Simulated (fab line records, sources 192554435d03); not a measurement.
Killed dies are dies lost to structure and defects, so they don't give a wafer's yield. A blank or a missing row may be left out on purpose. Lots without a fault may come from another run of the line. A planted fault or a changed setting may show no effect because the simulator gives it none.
Split-lot experiment | flow n5_finfet | 7 lots, 39 wafers read, on a route of 1938 steps

THE SPLIT
At N5_DUMMY_GATE_ETCH_32 (etches SiO2 in CF4, target depth 3.5 nm, time 3.9 s), the setting time_s was moved away from the recipe's 3.9 s on 12 of the 39 wafers read, by -22.5% to +16.8%. The other wafers ran this setting at the recipe's value.

The reading is taken at the split's own step.

THE READING
etch.depth_nm (the simulator's own value, which no gauge read), in nm, at N5_DUMMY_GATE_ETCH_32 (etches SiO2 in CF4, target depth 3.5 nm, time 3.9 s). The file gives no usual value for it. The 27 wafers here that ran the recipe average 3.487 nm, standard deviation 0.054 nm.

wafer  | tool, chamber at the split | time_s as run, s | against the recipe | etch.depth_nm, nm | against lot-mates on the recipe
L076.1 | rie_si-05, 3               | 3.9              | recipe             | 3.471             | -
L076.2 | rie_si-05, 2               | 3.022            | -22.5%             | 2.665             | -0.800
L076.3 | rie_si-05, 1               | 3.022            | -22.5%             | 2.679             | -0.786
L076.4 | rie_si-05, 0               | 3.9              | recipe             | 3.472             | -
L076.5 | rie_si-05, 0               | 3.022            | -22.5%             | 2.693             | -0.772
L076.6 | rie_si-05, 1               | 3.9              | recipe             | 3.451             | -
L086.1 | rie_si-02, 2               | 3.9              | recipe             | 3.687             | -
L086.2 | rie_si-02, 3               | 3.9              | recipe             | 3.54              | -
L086.3 | rie_si-02, 1               | 3.9              | recipe             | 3.5               | -
L086.4 | rie_si-02, 0               | 3.9              | recipe             | 3.516             | -
L086.5 | rie_si-02, 3               | 3.9              | recipe             | 3.555             | -
L086.6 | rie_si-02, 0               | 3.9              | recipe             | 3.472             | -
L087.1 | rie_si-05, 1               | 3.9              | recipe             | 3.452             | -
L087.2 | rie_si-05, 0               | 4.557            | +16.8%             | 4.038             | +0.585
L087.3 | rie_si-05, 2               | 4.557            | +16.8%             | 3.998             | +0.545
L087.4 | rie_si-05, 1               | 3.9              | recipe             | 3.465             | -
L087.5 | rie_si-05, 2               | 4.557            | +16.8%             | 4.019             | +0.566
L087.6 | rie_si-05, 0               | 3.9              | recipe             | 3.442             | -
L089.1 | rie_si-05, 1               | 4.33             | +11.0%             | 3.887             | +0.402
L089.2 | rie_si-05, 0               | 3.9              | recipe             | 3.473             | -
L089.3 | rie_si-05, 2               | 4.33             | +11.0%             | 3.84              | +0.355
L089.4 | rie_si-05, 1               | 3.9              | recipe             | 3.512             | -
L089.5 | rie_si-05, 0               | 4.33             | +11.0%             | 3.892             | +0.407
L089.6 | rie_si-05, 2               | 3.9              | recipe             | 3.469             | -
L092.2 | rie_si-05, 2               | 3.9              | recipe             | 3.406             | -
L092.3 | rie_si-05, 1               | 3.9              | recipe             | 3.453             | -
L092.4 | rie_si-05, 3               | 3.9              | recipe             | 3.477             | -
L094.1 | rie_si-05, 3               | 3.9              | recipe             | 3.482             | -
L094.2 | rie_si-05, 0               | 3.9              | recipe             | 3.48              | -
L094.3 | rie_si-05, 2               | 3.9              | recipe             | 3.447             | -
L094.4 | rie_si-05, 1               | 3.9              | recipe             | 3.452             | -
L094.5 | rie_si-05, 1               | 3.9              | recipe             | 3.459             | -
L094.6 | rie_si-05, 2               | 3.9              | recipe             | 3.45              | -
L095.1 | rie_si-06, 0               | 3.9              | recipe             | 3.5               | -
L095.2 | rie_si-06, 1               | 3.9              | recipe             | 3.583             | -
L095.3 | rie_si-06, 2               | 3.56             | -8.7%              | 3.095             | -0.431
L095.4 | rie_si-06, 3               | 3.56             | -8.7%              | 3.166             | -0.360
L095.5 | rie_si-06, 0               | 3.9              | recipe             | 3.496             | -
L095.6 | rie_si-06, 1               | 3.56             | -8.7%              | 3.281             | -0.245

THE FIT
A straight line over all 39 wafers: etch.depth_nm changes by +0.0345 nm for each +1% of time_s; r = +0.99; the points scatter about the line by 0.054 nm.
The same after taking each lot's own level away (the mean of its wafers on the recipe; 39 wafers): +0.0349 nm for each +1%; r = +0.99; scatter 0.042 nm.
On that fit, the largest move of time_s shifts the reading by 0.79 nm.
The lots' own levels span 3.4453 to 3.5450 nm, that is 1.9 times the standard deviation above.
So the lot-to-lot level changes the slope little: the two slopes agree.
Check: with one of the wafers moved furthest among these (-22.5%) left out of the fit, the line predicts -0.788 nm for it against its lot-mates. It came out at -0.8 nm against them.

OTHER SPLITS ON THESE WAFERS
These wafers also went through other splits before the reading. Each is held against what the fit with the lots' levels taken away leaves over:
other split on the same wafers       | wafers away from the commonest value | r with etch.depth_nm (lot level and that fit taken away)
N5_DUMMY_GATE_HM_DEP_06 target_thk_a | 18                                   | -0.06
N5_DUMMY_GATE_ETCH_37 source_w       | 12                                   | +0.03

THE FILE'S OWN FIT
etch.depth_nm changes by +0.0349 nm for each +1% of time_s, r = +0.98.
